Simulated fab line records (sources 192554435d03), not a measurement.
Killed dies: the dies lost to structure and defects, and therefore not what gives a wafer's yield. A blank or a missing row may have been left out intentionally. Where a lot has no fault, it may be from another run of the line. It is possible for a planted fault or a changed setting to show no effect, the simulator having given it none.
Chamber matching / flow n5-finfet / 3 sister chambers for N5_GATE_CUT_PECVD_57 on pecvd-04
The step deposits SiNx from SiH4/NH3/N2, target thk 21 nm. 6 wafers are shown with their chamber, then 6 later ones without.

== WAFERS, EACH WITH ITS CHAMBER ==
wafer=L472.4; chamber=1; throttle-valve-pct (%)=39.5; showerhead-plenum-p-Torr (Torr)=5.26
wafer=L474.2; chamber=2; throttle-valve-pct (%)=35.4; showerhead-plenum-p-Torr (Torr)=5.17
wafer=L474.3; chamber=1; throttle-valve-pct (%)=39.5; showerhead-plenum-p-Torr (Torr)=5.25
wafer=L474.6; chamber=0; throttle-valve-pct (%)=41.4; showerhead-plenum-p-Torr (Torr)=5.14
wafer=L475.2; chamber=0; throttle-valve-pct (%)=41.7; showerhead-plenum-p-Torr (Torr)=5.15
wafer=L475.4; chamber=2; throttle-valve-pct (%)=35.3; showerhead-plenum-p-Torr (Torr)=5.16

== WAFERS WITH NO CHAMBER GIVEN ==
wafer=L475.5; throttle-valve-pct (%)=41.5; showerhead-plenum-p-Torr (Torr)=5.15
wafer=L477.2; throttle-valve-pct (%)=41.6; showerhead-plenum-p-Torr (Torr)=5.14
wafer=L477.3; throttle-valve-pct (%)=35.0; showerhead-plenum-p-Torr (Torr)=5.18
wafer=L477.5; throttle-valve-pct (%)=35.6; showerhead-plenum-p-Torr (Torr)=5.18
wafer=L476.4; throttle-valve-pct (%)=39.6; showerhead-plenum-p-Torr (Torr)=5.26
wafer=L476.6; throttle-valve-pct (%)=35.1; showerhead-plenum-p-Torr (Torr)=5.17

== THE CHAMBER EACH PASSED THROUGH ==
wafer=L475.5; from the rows above=0; in truth=0
wafer=L477.2; from the rows above=0; in truth=0
wafer=L477.3; from the rows above=2; in truth=2
wafer=L477.5; from the rows above=2; in truth=2
wafer=L476.4; from the rows above=1; in truth=1
wafer=L476.6; from the rows above=2; in truth=2
Correctly placed: 6 of 6. Not placeable from these rows: 0. Wrongly placed: 0.
How it was worked out, from the rows above alone: a wafer's distance from a chamber is the root of the sum, over the readings, of the square of ((its reading less the chamber's mean) divided by the reading's scatter). The wafer belongs to the nearest chamber; if the next one is less than 2 further off, it can't be placed. For every chamber, the mean is computed from those of its wafers that are shown. The scatter is the square root of a quotient: the sum, over the shown wafers, of each reading's squared deviation from its chamber's mean, divided by wafers minus chambers.
